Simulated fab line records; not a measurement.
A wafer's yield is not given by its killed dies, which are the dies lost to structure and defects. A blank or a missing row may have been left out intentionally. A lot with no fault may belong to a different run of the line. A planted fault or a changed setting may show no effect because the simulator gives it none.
Chamber matching + flow nand harc + 4 sister chambers for NHARC_A_SGD_CUT_ETCH_58 on rie diel-10
The step etches the open film in CF4, target depth 39 nm, time 65 s. 4 wafers are shown with their chamber, then 7 later ones without.

== WAFERS WITH THEIR CHAMBER ==
| wafer  | chamber | drypump motor current A (A) |
|--------|---------|-----------------------------|
| L082.6 | 2       | 4.9                         |
| L091.6 | 0       | 6.1                         |
| L093.1 | 1       | 5.6                         |
| L093.4 | 3       | 6.3                         |

== WAFERS WITH NO CHAMBER GIVEN ==
| wafer  | drypump motor current A (A) |
|--------|-----------------------------|
| L093.5 | 5.6                         |
| L094.1 | 6.0                         |
| L094.3 | 5.0                         |
| L094.5 | 5.6                         |
| L095.2 | 6.0                         |
| L095.4 | 5.0                         |
| L095.5 | 6.0                         |

== WHICH CHAMBER EACH ONE RAN IN ==
| wafer  | from the rows above | in truth |
|--------|---------------------|----------|
| L093.5 | 1                   | 1        |
| L094.1 | 0                   | 0        |
| L094.3 | 2                   | 2        |
| L094.5 | 1                   | 1        |
| L095.2 | 0                   | 0        |
| L095.4 | 2                   | 2        |
| L095.5 | 0                   | 0        |
7 of 7 placed correctly. Not placeable from these rows: 0. Wrongly placed: 0.
How it was worked out, from the rows above alone: a wafer's distance from a chamber is the root of the sum, over the readings, of the square of ((its reading less the chamber's mean) divided by the reading's scatter). If the next closest chamber is less than 2 further off than the closest, the wafer can't be placed; otherwise it belongs to the closest. For every chamber, the mean is computed from those of its wafers that are shown. The scatter: with one shown wafer a chamber, the root of the mean of the squares of how far each hidden wafer lies from its nearest shown one.
